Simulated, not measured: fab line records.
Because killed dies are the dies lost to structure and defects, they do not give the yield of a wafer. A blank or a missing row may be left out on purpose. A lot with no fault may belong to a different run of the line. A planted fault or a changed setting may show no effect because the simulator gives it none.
A struck lot beside a sound one / flow nand-harc / 18 out of 1159 route steps
Sound: the wafers L921.1, L921.4, L921.6. Wafers struck: L924.1, L924.5, L924.6. The cause is named last.
For every step that has rows: the tool of each side, followed by ch and its chambers, followed by its first start. Under that, the readings that differ: sound wafers / struck wafers / difference of the means / sigmas: that difference in standard deviations of wafers without a fault.
alike: readings with means less than 2 such deviations apart, plus words and numbers identical on both sides. not compared: withheld readings, readings lacking a value on some wafer, bounds such as >300 that could conceal the same value, and numbers that have no deviation in the record and whose values overlap.
A row with sigmas, a row that says differs or no value, or rows on one side alone: a step with any of these is where the two part. When numbers do not overlap yet have no deviation, they are printed without sigmas and do not part them. A reading missing from all wafers of one side parts the sides only when that side holds two or more wafers.

NHARC_P_ZERO_WELL_CD_MEAS_11: the cd target is 500 nm.
  sound on cd-sem-02 ch 0, day 1 13:14; struck on cd-sem-03 ch 0, day 2 07:14
  alike: cd-nm
then, 1 step without rows for these wafers: NHARC_P_ZERO_WELL_HARDBAKE_12 (time 65 s).
NHARC_P_ZERO_WELL_DESCUM_13: chemistry O2, time 3 s.
  sound on rie-diel-07 ch 0,1,3, day 1 13:23; struck on rie-diel-13 ch 0,1,3, day 2 07:25
  alike: drypump-motor-current-A, oes-product-au, rf-vpp-V, showerhead-plenum-p-Torr, throttle-valve-pct
  not compared: rf-hours-counter-h
NHARC_P_ZERO_WELL_ETCH_65: etches the open film in N2/H2, target depth 80 nm, overetch 24 nm, time 87.88 s.
  sound on rie-diel-07 ch 1,2,3, day 1 13:29; struck on rie-diel-13 ch 0,1, day 2 07:28
  alike: drypump-motor-current-A, oes-product-au, rf-vpp-V, showerhead-plenum-p-Torr, throttle-valve-pct
  not compared: rf-hours-counter-h
NHARC_P_ZERO_WELL_ETCH_62: etches the open film in CHF3/Ar, target depth 13 nm, time 6.5 s.
  sound: rie-diel-07 ch 1,2,3; struck: rie-diel-13 ch 2,3
  alike: drypump-motor-current-A, oes-product-au, rf-vpp-V, showerhead-plenum-p-Torr, throttle-valve-pct
  not compared: rf-hours-counter-h
NHARC_P_ZERO_WELL_ETCH_63: etches the open film in HBr/Cl2, target depth 120 nm, time 40.1 s.
  sound on rie-si-03 ch 1,2,3, day 1 13:41; struck on rie-si-06 ch 1,2,3, day 2 07:41
  alike: drypump-motor-current-A, oes-product-au, throttle-valve-pct
  not compared: rf-hours-counter-h
then, 6 steps without rows for these wafers: NHARC_P_ZERO_WELL_STRIP_15 (strips in SPM, time 900 s); NHARC_P_ZERO_WELL_DEHYDRATE_16 (time 120 s); NHARC_P_ZERO_WELL_HMDS_17 (time 30 s); NHARC_P_ZERO_WELL_COAT_18; NHARC_P_ZERO_WELL_SOFTBAKE_19 (time 95 s); NHARC_P_ZERO_WELL_EBR_20.
NHARC_P_ZERO_WELL_EXPOSE_21: exposes mask P NWELL, target cd 720 nm.
  sound on krf-scanner-04 ch 0, day 1 14:27; struck on krf-scanner-02 ch 0, day 2 08:18
reading=mask; sound=P_NWELL#0 P_NWELL#0 P_NWELL#0; struck=P_PWELL#0 P_PWELL#0 P_PWELL#0; difference=differs; sigmas=
then, 2 steps without rows for these wafers: NHARC_P_ZERO_WELL_PEB_22 (peb time 85 s); NHARC_P_ZERO_WELL_DEVELOP_23 (time 70 s).
NHARC_P_ZERO_WELL_CD_MEAS_24: the cd target is 720 nm.
  sound on cd-sem-03 ch 0, day 1 14:36; struck on cd-sem-01 ch 0, day 2 08:27
reading=cd-nm (nm); sound=719.2 719.2 719.1; struck=- - -; difference=no value on the struck wafers; sigmas=
then, 1 step without rows for these wafers: NHARC_P_ZERO_WELL_HARDBAKE_25 (time 80 s).
-- jump in the record: it breaks off in module P_ZERO_WELL and resumes in module END (first step shown: number 1159 of the route), and 18 days separate the struck wafers' starts before and after --
NHARC_END_SORT_01:
  here the record holds rows for the struck wafers (prober-01 ch 0, day 19 23:37) but none for the sound ones

## WHERE THEY PART
Earliest at NHARC_P_ZERO_WELL_EXPOSE_21; latest, in this record, at NHARC_END_SORT_01.

WHY: what had been put in by the simulator
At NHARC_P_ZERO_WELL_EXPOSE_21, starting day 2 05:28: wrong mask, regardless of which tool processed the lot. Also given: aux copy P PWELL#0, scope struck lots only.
